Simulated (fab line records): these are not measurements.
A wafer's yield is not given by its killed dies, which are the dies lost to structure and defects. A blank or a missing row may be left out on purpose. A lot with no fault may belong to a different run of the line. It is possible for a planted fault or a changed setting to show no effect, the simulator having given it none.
fab line records -- flow n5Finfet
record lots=5, wafers=15, lastDay=17
route steps=1938 shown HKMG_FIN@407 BEOL_M4@1111 PASSIVATION@1936
lots with no fault: from the same line, run without faults
startH: hours from the record's opening day to when the first of the lot's shown wafers began -- waitH: hours elapsed since this lot's preceding step -- " unchanged from the row above -- L1.1+2: a row that stands for several wafers -- - value missing, or start not given -- * or withheld: withheld -- < > ~ a bound
route shown NAME@n: a module of which the file shows steps, and the number in the route of the first -- usual: mean/standard deviation of fault-free wafers -- same: alike in all rows -- chamber/n: place in a boat -- sites: the reading at each site -- _std_site: standard deviation of those values -- _edge_site: inner sites' mean taken away from outer sites' mean -- radiusMm: for every site, how far away it sits from the centre of the wafer -- mask NAME#n: copy n -- behind: the tool/chamber that last shaped the wafer -- hold: reason for holding the lot/hours on hold/outcome of the hold -- device: which transistor (n, p or np) failed to switch -- end of line: the same wafers' tests at the end of the route -- where a step has no rows: the recipe by itself -- killed: count of dies lost to structure and defects at first sort (not the wafer's yield) -- map: a wafer's dies, marking killed ones x, the rest . and places with no die _
set.NAME: setting as actually run; set.NAME@STEP: the setting as run at that earlier step -- model.NAME: the simulator's own value behind a step, which no gauge read
lots at some steps of the route; a table a step, a row a wafer
services: when a tool's chamber went out of use (startH, in hours from the record's first day, below 0 if earlier), for how many hours, and the reason
## steps
# step N5_HKMG_FIN_STRIP_93
# recipe chemistry=N2/H2, material=SOC, timeS=20, powerW=500, tempC=40, pressureMtorr=50, rfFrequencyHz=6e+07, biasPowerW=8, h2Frac=0.5, n2FlowSccm=300, h2FlowSccm=300
# usual drypumpMotorCurrentA=5.6/0.46, oesProductAu=0.79/0.095, rfVppV=54.3/0.85, showerheadPlenumPTorr=3.35/0.13, tempC=40.01/0.12, throttleValvePct=18.9/0.7
lot.wafer,tool,chamber,startH,waitH,drypumpMotorCurrentA,oesProductAu,rfHoursCounterH,rfVppV,showerheadPlenumPTorr,tempC,throttleValvePct
L781.2,rieDiel-01,3,89.20,0.2,5.6,0.81,72,55.2,3.39,40.15,18.2
L781.3,rieDiel-01,1,89.20,0.2,5.1,0.73,187,54.7,3.49,39.98,20.2
L781.6,rieDiel-01,1,89.20,0.2,5.0,0.73,-,54.2,3.49,40.05,20.2
L782.2,rieDiel-01,0,96.60,0.2,5.8,0.67,230,54.4,3.44,39.98,19.7
L782.4,rieDiel-01,1,96.60,0.2,5.1,0.73,190,52.8,3.49,40.00,20.2
L782.6,rieDiel-01,0,96.60,0.2,5.8,0.66,-,54.9,3.44,40.21,19.7
L790.2,rieDiel-01,2,148.75,0.2,5.9,0.69,251,53.6,3.15,39.87,19.0
L790.5,rieDiel-01,1,148.75,0.2,5.0,0.72,-,54.1,3.48,39.97,20.3
L790.6,rieDiel-01,2,148.75,0.2,5.9,0.70,-,54.2,3.15,39.97,19.0
L791.3,rieDiel-03,0,154.37,0.2,5.5,0.72,174,53.1,3.22,39.96,19.9
L791.4,rieDiel-03,1,154.37,0.2,5.0,0.68,249,53.1,3.19,40.05,19.2
L791.6,rieDiel-03,2,154.37,0.2,6.0,0.92,-,52.9,3.53,40.08,18.1
L795.1,rieDiel-01,0,175.01,0.2,5.8,0.93,8,54.8,3.42,39.88,19.3
L795.3,rieDiel-01,3,175.01,0.2,5.6,0.77,108,54.6,3.37,40.04,18.3
L795.4,rieDiel-01,1,175.01,0.2,5.0,0.69,-,55.6,3.47,39.85,20.3
# step N5_HKMG_FIN_WET_ETCH_76
# recipe chemistry=dNH4OH, mix=1:50, tempC=25, target=Al2O3, stopOn=La2O3, targetDepthNm=2.25, dry=ipaMarangoni, rinseTimeS=30, rinseTempC=23
# step N5_HKMG_FIN_STRIP_60
# recipe chemistry=N2/H2, powerW=2500, tempC=300, h2Frac=0.65, timeS=360, pressureMtorr=withheld, n2FlowSccm=1750, h2FlowSccm=3250
# usual drypumpMotorCurrentA=5.2/0.36, heaterPowerW=500/40, tempC=300.01/0.2
lot.wafer,tool,chamber,startH,waitH,drypumpMotorCurrentA,heaterPowerW,rfHoursCounterH,tempC
L781.2,plasmaAsher-02,1,89.35,0.0,5.2,532,89,299.96
L781.3,plasmaAsher-02,0,89.35,0.0,4.8,525,-,299.88
L781.6,plasmaAsher-02,0,89.35,0.0,4.9,514,-,300.01
L782.2,plasmaAsher-01,0,96.75,0.0,5.7,473,43,299.88
L782.4,plasmaAsher-01,1,96.75,0.0,5.7,426,-,300.02
L782.6,plasmaAsher-01,1,96.75,0.0,5.7,426,-,300.18
L790.2,plasmaAsher-01,0,148.90,0.0,5.7,455,52,300.22
L790.5,plasmaAsher-01,1,148.90,0.0,5.7,429,-,300.12
L790.6,plasmaAsher-01,0,148.90,0.0,5.7,471,-,300.33
L791.3,plasmaAsher-02,0,154.65,0.1,4.8,504,-,299.81
L791.4,plasmaAsher-02,1,154.65,0.1,5.2,525,-,299.86
L791.6,plasmaAsher-02,1,154.65,0.1,5.2,543,-,299.86
L795.1,plasmaAsher-02,1,175.16,0.0,5.1,541,108,300.02
L795.3,plasmaAsher-02,0,175.16,0.0,4.8,505,-,300.04
L795.4,plasmaAsher-02,1,175.16,0.0,5.1,536,-,300.07
# step N5_HKMG_FIN_WET_ETCH_77
# recipe chemistry=dHCl, mix=1:10000, tempC=25, target=La2O3, stopOn=HfO2, targetDepthNm=2
# step N5_HKMG_FIN_WET_ETCH_78
# recipe chemistry=dNH4OH, mix=1:50, tempC=25, target=Al2O3, stopOn=La2O3, targetDepthNm=4.5, dry=ipaMarangoni, rinseTimeS=30, rinseTempC=23
# step N5_HKMG_FIN_ALD_79
# recipe material=TiN, targetThkA=15, tempC=400, aldPrecursorFamily=TiCl4, aldCoReactant=NH3, pulseTimeS=1, purgeTimeS=3, coReactantPurgeTimeS=2, coReactantPulseTimeS=2, aldCycles=68, pressureTorr=3
# usual heaterPowerW=898/160, precursorPulseHeightRel=1.000/0.02, susceptorTempC=400.01/0.22
# same coReactantPurgeTimeS=2
lot.wafer,tool,chamber,startH,waitH,heaterPowerW,precursorPulseHeightRel,susceptorTempC
L781.2,aldMetal-02,3,89.85,0.0,830,0.995,399.74
L781.3,aldMetal-02,0,89.85,0.0,952,1.028,399.90
L781.6,aldMetal-02,1,89.85,0.0,896,0.969,400.10
L782.2,aldMetal-04,2,97.24,0.0,759,0.998,400.45
L782.4,aldMetal-04,1,97.24,0.0,1024,0.997,399.69
L782.6,aldMetal-04,3,97.24,0.0,1133,0.999,400.12
L790.2,aldMetal-03,3,149.39,0.0,968,1.000,400.10
L790.5,aldMetal-03,2,149.39,0.0,774,0.985,399.79
L790.6,aldMetal-03,1,149.39,0.0,1193,1.017,400.11
L791.3,aldMetal-02,1,155.02,0.0,893,0.987,400.01
L791.4,aldMetal-02,3,155.02,0.0,838,0.991,399.83
L791.6,aldMetal-02,1,155.02,0.0,935,1.022,400.14
L795.1,aldMetal-03,2,175.77,0.2,789,1.012,399.74
L795.3,aldMetal-03,3,175.77,0.2,935,1.015,400.08
L795.4,aldMetal-03,1,175.77,0.2,1152,0.978,400.08
# step N5_HKMG_FIN_CVD_62
# recipe material=a-Si, targetThkA=30, tempC=500, precursor=Si2H6, pressureTorr=1, timeS=20.8
# usual heaterPowerW=1445/150
lot.wafer,tool,chamber,startH,waitH,heaterPowerW
L781.2,thermalCvdSi-01,0,90.21,0.2,1282
L781.3,thermalCvdSi-01,1,90.21,0.2,1647
L781.6,thermalCvdSi-01,2,90.21,0.2,1561
L782.2,thermalCvdSi-02,0,97.60,0.2,1271
L782.4,thermalCvdSi-02,2,97.60,0.2,1561
L782.6,thermalCvdSi-02,0,97.60,0.2,1275
L790.2,thermalCvdSi-02,2,149.76,0.2,1608
L790.5,thermalCvdSi-02,0,149.76,0.2,1272
L790.6,thermalCvdSi-02,2,149.76,0.2,1559
L791.3,thermalCvdSi-01,2,155.38,0.2,1534
L791.4,thermalCvdSi-01,2,155.38,0.2,1518
L791.6,thermalCvdSi-01,0,155.38,0.2,1329
L795.1,thermalCvdSi-01,1,176.13,0.2,1650
L795.3,thermalCvdSi-01,1,176.13,0.2,1651
L795.4,thermalCvdSi-01,2,176.13,0.2,1509
# step N5_HKMG_FIN_RTA_80
# recipe tempC=withheld, timeS=2, ambient=N2, idleTempC=600, rampUpCPerS=150, rampDownCPerS=60, coolToC=600
# step N5_HKMG_FIN_PRECLEAN_64
# recipe chemistry=dHF, timeS=30, tempC=25, dilution=withheld
# step N5_HKMG_FIN_WET_ETCH_65
# recipe chemistry=TMAH, tempC=70, concWtPct=5, target=a-Si, stopOn=TiN, timeS=49, targetDepthNm=3
# step N5_HKMG_FIN_WET_ETCH_81
# recipe chemistry=SC1, target=TiN, stopOn=HfO2, mix=1:1:5, tempC=60, timeS=57, targetDepthNm=6
# step N5_HKMG_FIN_WET_ETCH_82
# recipe chemistry=dHCl, mix=1:10000, tempC=25, target=La2O3, stopOn=HfO2, targetDepthNm=2, dry=ipaMarangoni, rinseTimeS=30, rinseTempC=23
# step N5_HKMG_FIN_ALD_36
# recipe material=TiN, targetThkA=10, tempC=400, aldPrecursorFamily=TiCl4, aldCoReactant=NH3, pulseTimeS=1, purgeTimeS=3, coReactantPurgeTimeS=2, coReactantPulseTimeS=2, aldCycles=47, pressureTorr=3
# usual heaterPowerW=902/130, precursorPulseHeightRel=1.001/0.019, susceptorTempC=399.98/0.24
# same coReactantPurgeTimeS=2
lot.wafer,tool,chamber,startH,waitH,heaterPowerW,precursorPulseHeightRel,susceptorTempC
L781.2,aldMetal-03,1,90.61,0.0,1153,1.009,400.08
L781.3,aldMetal-03,2,90.61,0.0,794,0.997,400.01
L781.6,aldMetal-03,3,90.61,0.0,934,0.984,399.74
L782.2,aldMetal-02,1,98.01,0.0,884,0.956,400.19
L782.4,aldMetal-02,3,98.01,0.0,807,1.003,399.89
L782.6,aldMetal-02,0,98.01,0.0,953,1.003,400.36
L790.2,aldMetal-02,3,150.16,0.0,844,0.998,399.98
L790.5,aldMetal-02,2,150.16,0.0,821,1.017,399.78
L790.6,aldMetal-02,3,150.16,0.0,830,0.985,400.34
L791.3,aldMetal-04,2,156.03,0.0,752,0.982,399.78
L791.4,aldMetal-04,3,156.03,0.0,1126,1.000,399.88
L791.6,aldMetal-04,0,156.03,0.0,657,0.987,400.11
L795.1,aldMetal-02,2,176.59,0.0,777,0.989,385.97
L795.3,aldMetal-02,1,176.59,0.0,895,1.022,399.97
L795.4,aldMetal-02,3,176.59,0.0,844,1.037,400.14
# step N5_HKMG_FIN_THK_MEAS_70
# recipe thkMeasGauge=xrf, reads=HfO2_of_HKMG_FIN_HK_ALD_01
# usual HK_THK=1.602/0.019
lot.wafer,tool,chamber,startH,waitH,HK_THK[nm]
L781.2,filmMetro-01,-,90.89,0.2,1.594
L781.3,filmMetro-01,-,90.89,0.2,1.602
L781.6,filmMetro-01,-,90.89,0.2,1.584
L782.2,filmMetro-02,-,98.29,0.2,1.604
L782.4,filmMetro-02,-,98.29,0.2,1.573
L782.6,filmMetro-02,-,98.29,0.2,1.624
L790.2,filmMetro-02,-,150.44,0.2,1.584
L790.5,filmMetro-02,-,150.44,0.2,1.601
L790.6,filmMetro-02,-,150.44,0.2,1.614
L791.3,filmMetro-02,-,156.31,0.2,1.606
L791.4,filmMetro-02,-,156.31,0.2,1.598
L791.6,filmMetro-02,-,156.31,0.2,1.596
L795.1,filmMetro-01,-,176.87,0.2,1.596
L795.3,filmMetro-01,-,176.87,0.2,1.607
L795.4,filmMetro-01,-,176.87,0.2,1.587
# step N5_BEOL_M4_RC_MEAS_101
# usual DIBL_N=37.5/2.5, DIBL_P=38/3.1, IOFF_N=0.19/0.059, IOFF_P=0.24/0.061, ION_N=679/16, ION_P=465/9.8, SS_N=72.0/0.8, SS_P=73.7/0.86, VT_N=248/4.5, VT_P=-249/3.5
lot.wafer,tool,chamber,startH,waitH,DIBL_N[mV/V],DIBL_P[mV/V],IOFF_N[nA/um],IOFF_P[nA/um],ION_N[uA/um],ION_P[uA/um],SS_N[mV/dec],SS_P[mV/dec],VT_N[mV],VT_P[mV]
L781.2,prober-01,0,188.58,0.2,35.6,37,0.16,0.24,680,472,71.6,73.0,248,-247
L781.3,prober-01,0,188.58,0.2,37.6,37,0.17,0.23,657,454,72.6,73.4,249,-249
L781.6,prober-01,0,188.58,0.2,37.2,37,0.17,0.22,674,462,71.5,73.2,253,-253
L782.2,prober-02,0,188.73,0.2,38.9,40,0.23,0.30,696,482,72.1,75.0,243,-243
L782.4,prober-02,0,188.73,0.2,41.6,43,0.28,0.39,689,470,72.6,75.5,242,-244
L782.6,prober-02,0,188.73,0.2,37.1,36,0.17,0.23,676,466,71.8,73.8,247,-248
L790.2,prober-02,0,253.39,0.2,37.7,38,0.20,0.22,663,450,71.7,73.8,244,-250
L790.5,prober-02,0,253.39,0.2,35.4,35,0.16,0.18,665,454,72.1,73.3,249,-255
L790.6,prober-02,0,253.39,0.2,36.9,36,0.17,0.19,658,445,71.6,73.3,250,-253
L791.3,prober-02,0,257.34,0.3,43.9,45,0.41,0.56,724,496,73.8,75.5,236,-235
L791.4,prober-02,0,257.34,0.3,36.5,34,0.15,0.23,690,476,71.1,72.3,250,-245
L791.6,prober-02,0,257.34,0.3,36.9,34,0.17,0.24,683,472,72.2,73.3,247,-243
L795.1,prober-01,0,283.37,0.0,35.7,35,0.14,0.16,655,438,72.7,73.5,254,-256
L795.3,prober-01,0,283.37,0.0,36.3,34,0.14,0.16,665,445,72.0,72.8,254,-256
L795.4,prober-01,0,283.37,0.0,38.9,38,0.21,0.23,677,451,72.5,74.4,247,-253
# step N5_PASSIVATION_PROBE_49
# usual defectLimitedYield=91.0/1.4, killed_at_M0_to_M3=35/10, killed_at_M4_up=14/5.5, killedAtContacts=13/5.6, killedAtFrontEnd=41/11, killedAtOther=4/3.4, killedDies=106/16, killedOnRim=13/4, killedOpen=68/12, killedShort=35/7.3, sort_bin_4_leakage=0.3/2.1, sort_bin_5_function=5.3/0.89, sort_bin_6_memory=3.4/0.67, sort_bin_8_speed=0.01/0.11, sortNPass=1070/28, sortYieldPct=90.7/2.4
# same grossDies=1180, killedAtBackSide=0
lot.wafer,tool,chamber,startH,waitH,defectLimitedYield[%],killed_at_M0_to_M3,killed_at_M4_up,killedAtContacts,killedAtFrontEnd,killedAtOther,killedDies,killedOnRim,killedOpen,killedShort,sort_bin_4_leakage[%],sort_bin_5_function[%],sort_bin_6_memory[%],sort_bin_8_speed[%],sortNPass,sortYieldPct[%]
L781.2,prober-01,-,301.47,0.1,92.0,40,13,6,27,8,94,11,58,30,0,4.8,2.8,0,1086,92.0
L781.3,prober-01,-,301.52,0.1,91.4,23,14,9,46,9,101,9,51,42,0,4.8,3.3,0,1079,91.4
L781.6,prober-01,-,301.67,0.3,90.4,37,13,15,41,7,113,14,76,33,0,5.7,3.6,0,1067,90.4
L782.2,prober-02,-,304.68,0.1,91.9,32,14,16,31,3,96,18,56,34,0,4.9,2.7,0,1084,91.9
L782.4,prober-02,-,304.78,0.2,92.2,34,4,12,34,8,92,17,65,26,0.2,4.7,3.1,0,1086,92.0
L782.6,prober-02,-,304.88,0.3,89.3,47,12,21,44,2,126,9,80,41,0,6.4,3.6,0,1054,89.3
L790.2,prober-02,-,376.53,0.1,95.1,12,10,5,31,0,58,10,35,22,0,3.0,1.9,0,1122,95.1
L790.5,prober-02,-,376.68,0.2,92.2,31,15,8,36,2,92,15,59,31,0,4.4,3.1,0.08,1088,92.2
L790.6,prober-02,-,376.73,0.3,93.9,25,4,10,28,5,72,7,43,26,0,3.6,2.3,0.17,1106,93.7
L791.3,prober-02,-,379.48,0.1,91.4,29,14,14,44,1,102,18,58,41,23.2,4.7,3.6,0,804,68.1
L791.4,prober-02,-,379.53,0.2,90.8,24,12,12,51,9,108,16,58,43,0,4.9,3.3,0,1072,90.8
L791.6,prober-02,-,379.63,0.3,92.4,33,15,4,34,4,90,14,54,33,0,4.7,2.5,0,1090,92.4
L795.1,prober-02,-,397.60,0.0,92.5,19,6,18,45,1,89,5,57,29,0,4.8,2.5,0.25,1088,92.2
L795.3,prober-02,-,397.70,0.1,88.4,56,19,11,42,9,137,13,94,41,0,5.9,5.3,0,1043,88.4
L795.4,prober-02,-,397.75,0.2,91.9,29,15,12,38,1,95,12,62,33,0,4.4,3.2,0,1085,91.9
# killed by level:class
L781.2 BEOL_M0_SAQP:geometricParticle:short=14 BEOL_M0_SAQP:geometricParticle:open=11 STI_FIN_REVEAL:geometricParticle:open=8 DUMMY_GATE:geometricParticle:open=8 BEOL_M2:geometricParticle:open=6 MOL_CONTACT_COAG:geometricParticle:open=5 PAD_METAL:geometricParticle:short=4 BEOL_M4:geometricParticle:open=4
L781.3 FIN_SAQP:geometricParticle:short=12 MOL_CONTACT_COAG:geometricParticle:open=8 STI_FIN_REVEAL:geometricParticle:open=7 BEOL_M0_SAQP:geometricParticle:short=7 DUMMY_GATE:geometricParticle:open=5 BEOL_M0_SAQP:geometricParticle:open=5 BEOL_M5:geometricParticle:open=5 BEOL_M1:geometricParticle:open=4
L781.6 STI_FIN_REVEAL:geometricParticle:open=15 MOL_CONTACT_COAG:geometricParticle:open=13 BEOL_M0_SAQP:geometricParticle:short=9 BEOL_M0_SAQP:geometricParticle:open=8 BEOL_M2:geometricParticle:open=6 BEOL_M3:geometricParticle:open=4 BEOL_M4:geometricParticle:open=4 ILD0:geometricParticle:short=3
L782.2 MOL_CONTACT_COAG:geometricParticle:open=11 BEOL_M2:geometricParticle:open=7 BEOL_M4:geometricParticle:open=6 BEOL_M1:geometricParticle:open=6 MOL_CONTACT_COAG:geometricParticle:short=5 FIN_SAQP:geometricParticle:open=4 GATE_CUT:geometricParticle:short=4 STARTING-WAFER:geometricParticle:short=4
L782.4 MOL_CONTACT_COAG:geometricParticle:open=10 FIN_SAQP:geometricParticle:open=8 BEOL_M0_SAQP:geometricParticle:open=8 BEOL_M1:geometricParticle:open=8 BEOL_M2:geometricParticle:open=6 STI_FIN_REVEAL:geometricParticle:open=5 GATE_CUT:geometricParticle:short=4 BEOL_M0_SAQP:geometricParticle:short=4
L782.6 MOL_CONTACT_COAG:geometricParticle:open=18 BEOL_M2:geometricParticle:open=15 FIN_SAQP:geometricParticle:open=11 FIN_SAQP:geometricParticle:short=9 BEOL_M1:geometricParticle:open=9 STI_FIN_REVEAL:geometricParticle:open=6 STARTING-WAFER:geometricParticle:short=6 BEOL_M0_SAQP:geometricParticle:short=5
L790.2 STI_FIN_REVEAL:geometricParticle:open=8 FIN_SAQP:geometricParticle:short=7 BEOL_M0_SAQP:geometricParticle:open=6 MOL_CONTACT_COAG:geometricParticle:open=4 STI_FIN_REVEAL:geometricParticle:short=4 DUMMY_GATE:geometricParticle:open=3 BEOL_M5:geometricParticle:open=3 SPACER0:geometricParticle:short=2
L790.5 FIN_SAQP:geometricParticle:short=12 BEOL_M0_SAQP:geometricParticle:open=9 FIN_SAQP:geometricParticle:open=7 MOL_CONTACT_COAG:geometricParticle:open=7 BEOL_M0_SAQP:geometricParticle:short=7 BEOL_M7:geometricParticle:open=5 DUMMY_GATE:geometricParticle:open=4 BEOL_M1:geometricParticle:open=4
L790.6 STI_FIN_REVEAL:geometricParticle:open=7 MOL_CONTACT_COAG:geometricParticle:open=7 FIN_SAQP:geometricParticle:short=5 BEOL_M3:geometricParticle:open=5 BEOL_M2:geometricParticle:open=5 BEOL_M0_SAQP:geometricParticle:short=4 FIN_SAQP:geometricParticle:open=3 STI_FIN_REVEAL:geometricParticle:short=3
L791.3 FIN_SAQP:geometricParticle:short=17 MOL_CONTACT_COAG:geometricParticle:open=10 BEOL_M1:geometricParticle:open=9 BEOL_M2:geometricParticle:open=8 BEOL_M4:geometricParticle:open=7 GATE_CUT:geometricParticle:short=6 STI_FIN_REVEAL:geometricParticle:short=5 STI_FIN_REVEAL:geometricParticle:open=5
L791.4 FIN_SAQP:geometricParticle:short=11 FIN_SAQP:geometricParticle:open=9 MOL_CONTACT_COAG:geometricParticle:open=9 HKMG_FIN:areaEtch=7 GATE_CUT:geometricParticle:short=6 BEOL_M0:geometricParticle:open=6 BEOL_M0:geometricParticle:short=6 BEOL_M4:geometricParticle:open=6
L791.6 BEOL_M4:geometricParticle:open=9 BEOL_M0:geometricParticle:open=8 GATE_CUT:geometricParticle:short=7 FIN_SAQP:geometricParticle:short=6 FIN_SAQP:geometricParticle:open=6 BEOL_M0:geometricParticle:short=5 BEOL_M1:geometricParticle:open=5 STI_FIN_REVEAL:geometricParticle:open=4
L795.1 MOL_CONTACT_COAG:geometricParticle:open=13 FIN_SAQP:geometricParticle:open=9 STI_FIN_REVEAL:geometricParticle:open=8 DUMMY_GATE:geometricParticle:open=6 BEOL_M0_SAQP:geometricParticle:short=6 FIN_SAQP:geometricParticle:short=5 GATE_CUT:geometricParticle:short=5 MOL_CONTACT_COAG:geometricParticle:short=4
L795.3 BEOL_M1:geometricParticle:open=12 BEOL_M0_SAQP:geometricParticle:open=10 BEOL_M3:geometricParticle:open=10 FIN_SAQP:geometricParticle:open=9 MOL_CONTACT_COAG:geometricParticle:open=9 BEOL_M2:geometricParticle:open=9 BEOL_M0_SAQP:geometricParticle:short=8 DUMMY_GATE:geometricParticle:open=8
L795.4 BEOL_M0_SAQP:geometricParticle:open=9 BEOL_M0_SAQP:geometricParticle:short=8 GATE_CUT:geometricParticle:short=7 MOL_CONTACT_COAG:geometricParticle:open=7 FIN_SAQP:geometricParticle:open=6 STI_FIN_REVEAL:geometricParticle:open=6 BEOL_M4:geometricParticle:open=6 MOL_CONTACT_COAG:geometricParticle:short=5
## services
tool,chamber,startH,hours,kind
aldMetal-03,0,83.19,60.3,repair
plasmaAsher-02,-,84.72,2.5,repair
thermalCvdSi-02,-,88.13,1.2,repair
aldMetal-03,-,88.17,0.3,repair
rieDiel-01,3,91.95,1.8,repair
rieDiel-03,3,102.94,20.2,repair
rieDiel-03,2,110.03,1.3,repair
rieDiel-03,-,114.49,14.6,pm
rieDiel-01,3,120.80,2.2,repair
rieDiel-01,1,123.00,5.2,repair
thermalCvdSi-01,1,137.20,9.7,repair
aldMetal-02,-,137.72,6.0,pm
rieDiel-01,0,141.30,-,clean
rieDiel-01,0,141.30,-,consumableReplace:focusRing
rieDiel-01,0,141.30,18.6,scheduledDown
rieDiel-01,0,141.30,18.6,ventCycle
rieDiel-01,2,159.92,-,clean
rieDiel-01,2,159.92,-,consumableReplace:focusRing
thermalCvdSi-02,1,162.68,106.3,repair
thermalCvdSi-01,-,164.45,1.5,repair
plasmaAsher-01,-,167.89,10.1,repair
rieDiel-03,0,167.94,1.8,repair
aldMetal-04,0,168.96,11.9,repair
thermalCvdSi-01,0,174.38,6.8,repair
## key
firstSign step=N5_HKMG_FIN_ALD_36, reading=susceptorTempC, direction=down, sigmas=59, usual=*, struck=*
effect none on later readings
metAt N5_HKMG_FIN_ALD_36
struckWafers L795.1
onsetBetween 150.16 176.59
fault kind=processParameterDrift, tool=aldMetal-02, chamber=2, onsetH=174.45, steps=N5_HKMG_FIN_ALD_36, channel=tempC, offset=*, shape=step, endH=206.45, actsIn=*, stated=*
